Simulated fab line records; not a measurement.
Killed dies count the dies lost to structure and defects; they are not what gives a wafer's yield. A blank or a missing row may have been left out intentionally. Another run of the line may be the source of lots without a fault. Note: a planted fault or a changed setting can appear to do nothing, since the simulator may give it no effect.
fab line records | flow n5Finfet
record: lots: 5 wafers: 15 lastDay: 18
route steps=1938 shown MOL_CONTACT_COAG@532 BEOL_M4@1111
lots that met no fault: from a run of the same line without faults
startH: start of the lot's first displayed wafer, in hours after the record's first day | waitH: time in hours since the lot's previous step | " as in the row above | L1.1+2: several wafers, shown together as one row | - no value, or no start given | * or withheld: withheld | < > ~ a bound
route shown NAME@n: names a module that has steps shown in the file, with the first one's number in the route | usual: average and standard deviation across the fault-free wafers | same: alike in all rows | chamber/n: place in a boat | sites: readings site by site | _std_site: standard deviation of those values | _edge_site: the outer-site mean with the inner-site mean subtracted | radiusMm: for every site, how far away it sits from the centre of the wafer | mask NAME#n: copy n | behind: tool/chamber where the wafer was last shaped | hold: reason for holding the lot/hours on hold/outcome of the hold | device: transistor that didn't switch, given as n, p or np | end of line: the same wafers' tests at the end of the route | step lacking rows: just its recipe | killed: dies that structure and defects cost at the first sort, which is not the same as the wafer's yield | map: a wafer's dies, x killed, . not, _ none there
set.NAME: the setting the step ran with; set.NAME@STEP: the setting that earlier step ran with | model.NAME: the simulator's own value behind a step, which no gauge read
a table for each step, a row for each wafer; lots at some steps of the route
services: the hour from which a tool's chamber was out of use, counted from the record's first day as startH (under 0 if before that day), plus the number of hours and why
== steps ==
step: N5_MOL_CONTACT_COAG_ETCH_106
recipe: chemistry: N2/H2 target: SOC targetDepthA: 800 overetchA: 160 maskMaterial: SiARC tempC: 40 timeS: 120 ionEnergyEv: 200 pressureMtorr: 30 sourceW: 840 biasW: 150 n2FlowSccm: 200 h2FlowSccm: 200
usual: drypumpMotorCurrentA: 5.8/0.47 oesProductAu: 0.67/0.054 rfFwdPowerW: 835.7/2.8 rfVppV: 526.0/1.5 showerheadPlenumPTorr: 2.62/0.051 throttleValvePct: 17.82/0.23
same: timeS: 120
columns lot.wafer tool chamber startH waitH drypumpMotorCurrentA oesProductAu rfFwdPowerW rfHoursCounterH rfVppV showerheadPlenumPTorr throttleValvePct
L819.1 rieDiel-01 3 100.11 0.0 6.3 0.67 838.2 177 525.2 2.62 17.66
L819.2 " 1 " " 5.7 0.74 840.9 78 527.7 2.71 17.81
L819.3 " 0 " " 6.4 0.69 834.1 151 526.7 2.64 17.62
L821.1 rieDiel-01 3 107.05 0.0 6.3 0.67 837.2 180 526.6 2.62 17.66
L821.2 " 1 " " 5.7 0.72 838.7 81 528.8 2.71 17.81
L821.5 " 0 " " 6.4 0.68 835.1 - 527.8 2.64 17.65
L834.1 rieDiel-05 2 182.06 0.0 5.9 0.63 835.9 244 527.2 2.61 18.11
L834.5 " 3 " " 5.7 0.61 832.1 - 522.2 2.52 18.39
L834.6 " 2 " " 6.0 0.63 836.1 - 527.5 2.61 18.13
L839.3 rieDiel-05 0 213.49 0.0 6.4 0.63 837.5 213 525.5 2.62 17.68
L839.5 " 3 " " 5.7 0.61 831.9 - 523.4 2.51 18.42
L839.6 " 0 " " 6.4 0.63 835.1 - 526.5 2.62 17.68
L841.1 rieDiel-03 3 224.86 0.0 5.3 0.63 837.9 214 525.7 2.63 18.01
L841.2 " 2 " " 5.3 0.61 831.1 240 524.1 2.63 17.82
L841.6 " 0 " " 5.9 0.77 836.2 - 526.4 2.69 17.66
step: N5_MOL_CONTACT_COAG_STRIP_107
recipe: chemistry: N2/H2 tempC: 40 n2FlowSccm: 200 h2FlowSccm: 200 rfFrequencyHz: 6e+07
step: N5_MOL_CONTACT_COAG_STRIP_108
recipe: chemistry: N2/H2 tempC: 40 n2FlowSccm: 200 h2FlowSccm: 200 rfFrequencyHz: 6e+07
step: N5_MOL_CONTACT_COAG_CONTACT_ETCH_14
recipe: chemistry: C4F6/O2 target: SiO2 targetDepthA: 275 overetchA: 85 maskMaterial: SOC pressureMtorr: 30 sourceW: 370 biasW: 185 Ar_flow_sccm: 300 C4F6_flow_sccm: 16 O2_flow_sccm: 10 timeS: 20 ionEnergyEv: 259.6
step: N5_MOL_CONTACT_COAG_STRIP_109
recipe: chemistry: C4F6/O2 resist: SiARC rfFrequencyHz: 6e+07
step: N5_MOL_CONTACT_COAG_ETCH_15
recipe: chemistry: CH3F/O2 target: SiNx targetDepthA: 70 maskMaterial: SOC stopOn: Si:P overEtchFrac: 0.75 ionEnergyEv: 120 pressureMtorr: 30 sourceW: 395 biasW: 73 Ar_flow_sccm: 150 CH3F_flow_sccm: 30 O2_flow_sccm: 20
usual: drypumpMotorCurrentA: 5.8/0.47 oesProductAu: 0.55/0.044 rfFwdPowerW: 392.4/1.4 rfVppV: 298/3.5 showerheadPlenumPTorr: 2.06/0.037 throttleValvePct: 16.33/0.21
columns lot.wafer tool chamber startH waitH drypumpMotorCurrentA oesProductAu rfFwdPowerW rfHoursCounterH rfVppV showerheadPlenumPTorr throttleValvePct
L819.1 rieDiel-01 3 100.25 0.0 6.3 0.55 393.1 177 301 2.07 16.32
L819.2 " 1 " " 5.7 0.59 391.8 78 297 2.10 16.14
L819.3 " 0 " " 6.4 0.56 390.8 151 298 2.10 16.25
L821.1 rieDiel-01 3 107.19 0.0 6.3 0.54 393.3 180 301 2.07 16.33
L821.2 " 1 " " 5.7 0.59 394.5 81 295 2.10 16.16
L821.5 " 0 " " 6.3 0.55 391.1 - 297 2.09 16.27
L834.1 rieDiel-05 2 182.20 0.0 5.9 0.52 393.4 244 297 2.04 16.57
L834.5 " 3 " " 5.7 0.50 392.4 - 302 1.98 16.75
L834.6 " 2 " " 6.0 0.52 391.9 - 299 2.04 16.57
L839.3 rieDiel-05 0 213.62 0.0 6.4 0.52 389.4 213 296 2.06 16.20
L839.5 " 3 " " 5.7 0.49 390.8 - 302 1.97 16.78
L839.6 " 0 " " 6.4 0.52 391.6 - 296 2.06 16.19
L841.1 rieDiel-03 3 224.99 0.0 5.3 0.51 393.4 214 297 2.06 16.37
L841.2 " 2 " " 5.3 0.50 393.8 240 301 2.07 16.33
L841.6 " 0 " " 5.9 0.63 392.5 - 306 2.12 16.22
step: N5_MOL_CONTACT_COAG_ETCH_110
recipe: chemistry: CF4/O2 target: Si targetDepthA: 25 timeS: 8 pressureMtorr: 100 sourceW: 200 biasW: 12 ionEnergyEv: 60 Ar_flow_sccm: 100 cf4FlowSccm: 100 O2_flow_sccm: 10
usual: drypumpMotorCurrentA: 5.8/0.47 oesProductAu: 0.75/0.062 rfFwdPowerW: 198.4/0.74 rfVppV: 127.8/1.8 showerheadPlenumPTorr: 2.29/0.038 throttleValvePct: 10.78/0.23
same: timeS: 8
columns lot.wafer tool chamber startH waitH drypumpMotorCurrentA oesProductAu rfFwdPowerW rfHoursCounterH rfVppV showerheadPlenumPTorr throttleValvePct
L819.1 rieDiel-01 3 100.31 0.0 6.3 0.75 199.0 177 128.2 2.31 10.89
L819.2 " 1 " " 5.7 0.81 198.1 78 126.0 2.33 10.53
L819.3 " 0 " " 6.3 0.76 197.4 151 126.9 2.32 10.65
L821.1 rieDiel-01 3 107.25 0.0 6.3 0.76 198.2 180 128.3 2.31 10.88
L821.2 " 1 " " 5.7 0.81 198.7 81 124.4 2.32 10.54
L821.5 " 0 " " 6.4 0.77 197.1 - 127.6 2.32 10.68
L834.1 rieDiel-05 2 182.26 0.0 5.9 0.70 197.8 244 128.2 2.28 11.15
L834.5 " 3 " " 5.7 0.67 198.3 - 130.0 2.19 11.20
L834.6 " 2 " " 5.9 0.69 197.9 - 127.6 2.28 11.14
L839.3 rieDiel-05 0 213.68 0.0 6.4 0.70 198.0 213 126.9 2.28 10.68
L839.5 " 3 " " 5.7 0.67 197.2 - 130.9 2.19 11.21
L839.6 " 0 " " 6.4 0.70 198.4 - 126.5 2.28 10.70
L841.1 rieDiel-03 3 225.05 0.0 5.2 0.67 198.3 214 126.2 2.28 10.85
L841.2 " 2 " " 5.3 0.67 197.3 240 128.4 2.29 10.81
L841.6 " 0 " " 5.8 0.85 198.5 - 132.0 2.35 10.56
step: N5_MOL_CONTACT_COAG_STRIP_98
recipe: chemistry: N2/H2 powerW: 500 tempC: 40 pressureMtorr: 50 rfFrequencyHz: 6e+07 overashFraction: 0.3 biasPowerW: 8 h2Frac: 0.5 n2FlowSccm: 300 h2FlowSccm: 300
usual: drypumpMotorCurrentA: 5.8/0.47 oesProductAu: 0.75/0.066 powerW: 500.2/1.5 rfVppV: 54.4/1.4 showerheadPlenumPTorr: 3.46/0.065 throttleValvePct: 18.9/0.3
columns lot.wafer tool chamber startH waitH drypumpMotorCurrentA oesProductAu powerW rfHoursCounterH rfVppV showerheadPlenumPTorr throttleValvePct
L819.1 rieDiel-01 3 100.36 0.0 6.3 0.76 498.5 177 56.3 3.46 18.5
L819.2 " 1 " " 5.7 0.81 499.7 78 58.0 3.57 19.0
L819.3 " 0 " " 6.4 0.76 499.3 151 54.8 3.48 18.8
L821.1 rieDiel-01 3 107.30 0.0 6.3 0.75 498.8 180 52.7 3.46 18.5
L821.2 " 1 " " 5.7 0.81 500.5 81 55.4 3.56 19.0
L821.5 " 0 " " 6.4 0.76 498.9 - 54.4 3.48 18.8
L834.1 rieDiel-05 2 182.31 0.0 6.0 0.69 500.9 244 53.1 3.45 19.2
L834.5 " 3 " " 5.7 0.66 501.7 - 54.9 3.33 19.7
L834.6 " 2 " " 6.0 0.67 499.8 - 53.3 3.45 19.2
L839.3 rieDiel-05 0 213.73 0.0 6.5 0.71 501.7 213 54.3 3.46 18.9
L839.5 " 3 " " 5.7 0.66 504.8 - 52.4 3.32 19.8
L839.6 " 0 " " 6.4 0.71 501.9 - 53.0 3.45 18.9
L841.1 rieDiel-03 3 225.10 0.0 5.3 0.70 500.2 214 53.7 3.48 19.1
L841.2 " 2 " " 5.3 0.68 500.0 240 55.7 3.47 19.0
L841.6 " 0 " " 5.8 0.87 498.8 - 57.3 3.55 18.7
step: N5_MOL_CONTACT_COAG_CD_MEAS_99
recipe: targetCdNm: 17.2 polarity: opening
usual: cdNm: 17.2/0.37
columns lot.wafer tool chamber startH waitH cdNm
L819.1 cdSem-03 - 100.43 - 17.7
L819.2 " - " " 17.3
L819.3 " - " " 17.8
L821.1 cdSem-02 - 107.37 - 16.9
L821.2 " - " " 17.1
L821.5 " - " " 17.0
L834.1 cdSem-03 - 182.38 - 17.3
L834.5 " - " " 16.2
L834.6 " - " " 17.6
L839.3 cdSem-01 - 213.80 - 16.7
L839.5 " - " " 17.0
L839.6 " - " " 16.7
L841.1 cdSem-03 - 225.17 - 17.1
L841.2 " - " " 18.0
L841.6 " - " " 16.9
step: N5_MOL_CONTACT_COAG_IMPLANT_129
recipe: species: Ge energyKev: 3 doseCm2: 6e+14 tiltDeg: 0 rotationDeg: 0
step: N5_MOL_CONTACT_COAG_PRECLEAN_111
recipe: chemistry: NF3:NH3 afsCycles: 1 tempC: 30 timeS: 20 sublimationTempC: 180 sublimationTimeS: 60 pressureTorr: 3 rfPowerW: 30
step: N5_MOL_CONTACT_COAG_TI_SIL_19
recipe: material: Ti targetThkA: 42 tempC: 200 chamberPressurePa: 5 powerW: 5000 timeS: 15
step: N5_MOL_CONTACT_COAG_ALD_20
recipe: material: TiN targetThkA: 15 tempC: 400 aldPrecursorFamily: TiCl4 aldCoReactant: NH3 pulseTimeS: 1 purgeTimeS: 3 coReactantPurgeTimeS: 2 coReactantPulseTimeS: 2 aldCycles: 68 pressureTorr: 3
usual: aldCycles: 68/0 chamberPressureTorr: 3.000/0.0064 heaterPowerW: 878/89 precursorPulseHeightRel: 1.000/0.019
columns lot.wafer tool chamber startH waitH aldCycles chamberPressureTorr heaterPowerW precursorPulseHeightRel sinceWetCleanH model.TiN_of_MOL_CONTACT_COAG_ALD_20.thkNm
L819.1 aldMetal-03 0 103.03 0.1 68 3.010 896 1.014 5920 1.6
L819.2 " 3 " " 68 3.006 685 1.017 5920 1.6
L819.3 " 1 " " 68 3.001 999 0.996 5920 1.6
L821.1 aldMetal-04 0 108.27 0.1 68 3.006 932 0.973 2848 1.4
L821.2 " 3 " " 68 2.997 893 0.990 2848 1.4
L821.5 " 3 " " 68 2.995 860 1.012 - 1.6
L834.1 aldMetal-04 3 186.33 0.1 68 2.999 872 0.963 2926 1.4
L834.5 " 0 " " 89 3.000 922 1.030 - 2
L834.6 " 3 " " 68 3.001 875 1.002 - 1.4
L839.3 aldMetal-03 3 215.33 0.1 68 2.998 712 0.983 6032 1.6
L839.5 " 0 " " 68 3.005 864 0.980 - 1.6
L839.6 " 3 " " 68 3.000 680 0.987 - 1.6
L841.1 aldMetal-03 3 226.37 0.1 68 2.992 670 1.002 6043 1.4
L841.2 " 1 " " 68 3.011 965 1.023 6043 1.6
L841.6 " 2 " " 68 3.004 837 1.000 - 1.4
step: N5_MOL_CONTACT_COAG_SIL_ANNEAL_21
recipe: tempC: 550 timeS: 60 ambient: N2
usual: lampPowerPct: 6.3/0.65 lamp_zone_1_pct: 6.3/0.65 lamp_zone_3_pct: 6.3/0.65 wafer_temp_C_max: 551.9/0.52
same: timeS: 60
columns lot.wafer tool chamber startH waitH lampPowerPct lamp_zone_1_pct lamp_zone_3_pct wafer_temp_C_max
L819.1 rtpAnneal-02 0 103.40 0.2 5.8 5.8 5.8 551.8
L819.2 " 0 " " 5.8 5.8 5.8 551.6
L819.3 " 0 " " 5.8 5.8 5.8 551.7
L821.1 rtpAnneal-01 0 108.73 0.3 7.1 7.1 7.1 551.8
L821.2 " 0 " " 7.1 7.1 7.1 552.2
L821.5 " 0 " " 7.1 7.1 7.1 551.9
L834.1 rtpAnneal-01 0 186.80 0.3 7.1 7.1 7.1 551.9
L834.5 " 0 " " 7.1 7.1 7.1 551.5
L834.6 " 0 " " 7.1 7.1 7.1 551.5
L839.3 rtpAnneal-02 0 215.90 0.4 5.8 5.8 5.8 551.7
L839.5 " 0 " " 5.8 5.8 5.8 551.8
L839.6 " 0 " " 5.8 5.8 5.8 551.3
L841.1 rtpAnneal-02 0 226.75 0.2 5.8 5.8 5.8 551.5
L841.2 " 0 " " 5.8 5.8 5.8 551.9
L841.6 " 0 " " 5.8 5.8 5.8 551.6
step: N5_BEOL_M4_RC_MEAS_101
usual: DIBL_N: 37.0/1.7 DIBL_P: 36.7/2 IOFF_N: 0.17/0.035 IOFF_P: 0.22/0.035 ION_N: 672/12 ION_P: 461/7.5 SS_N: 71.6/0.67 SS_P: 73.4/0.64 VT_N: 250/3.5 VT_P: -250/3.5
columns lot.wafer tool chamber startH waitH DIBL_N[mV/V] DIBL_P[mV/V] IOFF_N[nA/um] IOFF_P[nA/um] ION_N[uA/um] ION_P[uA/um] SS_N[mV/dec] SS_P[mV/dec] VT_N[mV] VT_P[mV]
L821.1 prober-01 0 175.77 0.0 35.1 36.8 0.14 0.18 656 450 71.9 73.4 251 -252
L821.2 " 0 " " 35.9 38.3 0.15 0.20 682 467 71.5 74.0 252 -252
L821.5 " 0 " " 34.4 37.0 0.13 0.19 671 469 72.1 72.9 251 -252
L819.1 prober-02 0 176.11 0.0 35.6 35.6 0.14 0.18 668 459 71.3 72.6 249 -252
L819.2 " 0 " " 34.7 34.5 0.13 0.16 660 455 71.0 72.1 253 -253
L819.3 " 0 " " 36.7 37.2 0.17 0.20 678 466 71.0 72.8 247 -253
L834.1 prober-02 0 249.90 0.0 36.6 37.1 0.16 0.24 677 475 71.6 73.8 249 -249
L834.5 " 0 " " 36.8 37.0 0.16 0.22 665 460 71.4 73.8 251 -250
L834.6 " 0 " " 34.7 34.8 0.13 0.20 663 466 71.3 72.8 252 -250
L839.3 prober-01 0 300.52 0.3 37.0 35.4 0.15 0.20 657 453 72.2 72.5 253 -251
L839.5 " 0 " " 37.8 37.5 0.17 0.24 674 470 71.9 73.4 247 -248
L839.6 " 0 " " 37.2 35.4 0.15 0.21 646 448 72.3 72.8 255 -250
L841.1 prober-02 0 322.40 0.0 37.6 36.5 0.18 0.24 680 469 72.3 73.6 246 -248
L841.2 " 0 " " 36.5 35.1 0.15 0.22 673 466 72.0 72.8 250 -249
L841.6 " 0 " " 34.7 33.8 0.13 0.19 669 470 70.6 73.1 252 -249
== services ==
columns tool chamber startH hours kind
rieDiel-05 1 96.03 9.1 repair
rieDiel-01 2 108.98 7.7 repair
rieDiel-03 0 131.31 33.0 repair
rieDiel-03 1 139.08 7.7 repair
rieDiel-01 2 153.55 - clean
rieDiel-01 2 153.55 - consumableReplace:esc
rieDiel-01 2 153.55 - consumableReplace:focusRing
rieDiel-01 2 153.55 23.5 scheduledDown
rieDiel-01 2 153.55 23.5 ventCycle
rieDiel-05 - 156.32 4.3 pm
rieDiel-01 1 182.08 1.6 repair
aldMetal-04 2 186.00 8.6 repair
aldMetal-04 3 193.92 7.2 repair
rieDiel-05 2 202.05 - clean
rieDiel-05 2 202.05 - consumableReplace:focusRing
rieDiel-05 2 202.05 14.4 scheduledDown
rieDiel-05 2 202.05 14.4 ventCycle
rieDiel-05 3 216.48 - clean
rieDiel-05 3 216.48 - consumableReplace:focusRing
rieDiel-05 3 216.48 20.3 scheduledDown
rieDiel-05 3 216.48 20.3 ventCycle
== key ==
firstSign: step: N5_MOL_CONTACT_COAG_ALD_20 reading: aldCycles direction: up sigmas: 99+ usual: * struck: *
effect none on later readings
modelEffect: step: N5_MOL_CONTACT_COAG_ALD_20 value: TiN_of_MOL_CONTACT_COAG_ALD_20.thkNm without: 1.4 struck: 2
metAt N5_MOL_CONTACT_COAG_ALD_20
struckWafers L834.5
onsetBetween 108.27 186.33
fault: kind: processParameterDrift tool: aldMetal-04 chamber: - onsetH: 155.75 steps: N5_MOL_CONTACT_COAG_ALD_20 channel: aldCycles offset: * shape: step endH: 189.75 scope: struckWafersOnly actsIn: * stated: *
